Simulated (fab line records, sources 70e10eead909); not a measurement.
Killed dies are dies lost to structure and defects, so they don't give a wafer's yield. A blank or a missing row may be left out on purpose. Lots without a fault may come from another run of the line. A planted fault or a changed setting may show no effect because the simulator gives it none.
Chamber matching | flow nand_harc | NHARC_A_STAIRCASE_ETCHBACK_157 on rie_diel-02: 4 sister chambers
The step etches the open film in CH3F/O2, target depth 90 nm, time 167.14 s. 14 wafers are shown with their chamber, then 7 later ones without.

WAFERS WITH THEIR CHAMBER
wafer  | chamber | drypump_motor_current_A (A) | showerhead_plenum_p_Torr (Torr) | rf_vpp_V (V)
L075.2 | 3       | 5.2                         | 2.61                            | 247.1
L075.5 | 3       | 5.2                         | 2.61                            | 246.9
L075.6 | 2       | 6.0                         | 2.42                            | 243.6
L076.1 | 2       | 5.9                         | 2.42                            | 245.7
L076.2 | 0       | 5.2                         | 2.53                            | 244.9
L076.5 | 2       | 6.0                         | 2.42                            | 243.2
L078.3 | 2       | 6.0                         | 2.42                            | 242.7
L078.5 | 2       | 6.0                         | 2.42                            | 244.9
L078.6 | 3       | 5.2                         | 2.61                            | 247.1
L083.1 | 2       | 6.0                         | 2.41                            | 242.5
L083.2 | 3       | 5.2                         | 2.60                            | 245.5
L083.3 | 1       | 5.3                         | 2.60                            | 246.1
L089.2 | 1       | 5.3                         | 2.59                            | 245.8
L089.4 | 3       | 5.2                         | 2.59                            | 246.1

SIGNATURES (means of the wafers above)
reading                  | chamber 0 | chamber 1 | chamber 2 | chamber 3 | scatter within a chamber
drypump_motor_current_A  | 5.200     | 5.300     | 5.983     | 5.200     | 0.0289
showerhead_plenum_p_Torr | 2.5300    | 2.5950    | 2.4183    | 2.6040    | 0.00673
rf_vpp_V                 | 244.900   | 245.950   | 243.767   | 246.540   | 1.01
Rule: a wafer's distance from a chamber is the root of the sum, over the readings, of the square of ((its reading less the chamber's mean) divided by the reading's scatter). The wafer belongs to the nearest chamber; if the next one is less than 2 further off, it can't be placed. The scatter: the root of (the sum of the squares of (reading less its chamber's mean) over the shown wafers, divided by (wafers less chambers)).

WAFERS WITHOUT THEIR CHAMBER
wafer  | drypump_motor_current_A (A) | showerhead_plenum_p_Torr (Torr) | rf_vpp_V (V)
L089.6 | 6.0                         | 2.41                            | 243.5
L093.1 | 5.2                         | 2.58                            | 246.1
L093.2 | 5.2                         | 2.50                            | 245.6
L093.4 | 5.2                         | 2.59                            | 247.5
L095.3 | 5.2                         | 2.50                            | 245.3
L095.4 | 5.2                         | 2.58                            | 246.1
L095.6 | 5.2                         | 2.58                            | 247.5

WHICH CHAMBER EACH WENT THROUGH
wafer  | from the rows above     | in truth
L089.6 | 2                       | 2
L093.1 | can't be placed: 3 or 1 | 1
L093.2 | 0                       | 0
L093.4 | can't be placed: 3 or 1 | 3
L095.3 | 0                       | 0
L095.4 | can't be placed: 3 or 1 | 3
L095.6 | can't be placed: 3 or 1 | 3
Placed correctly: 3 of 7. Can't be placed from these rows: 4 (the true chamber is among the candidates in 4). Placed wrongly: 0.
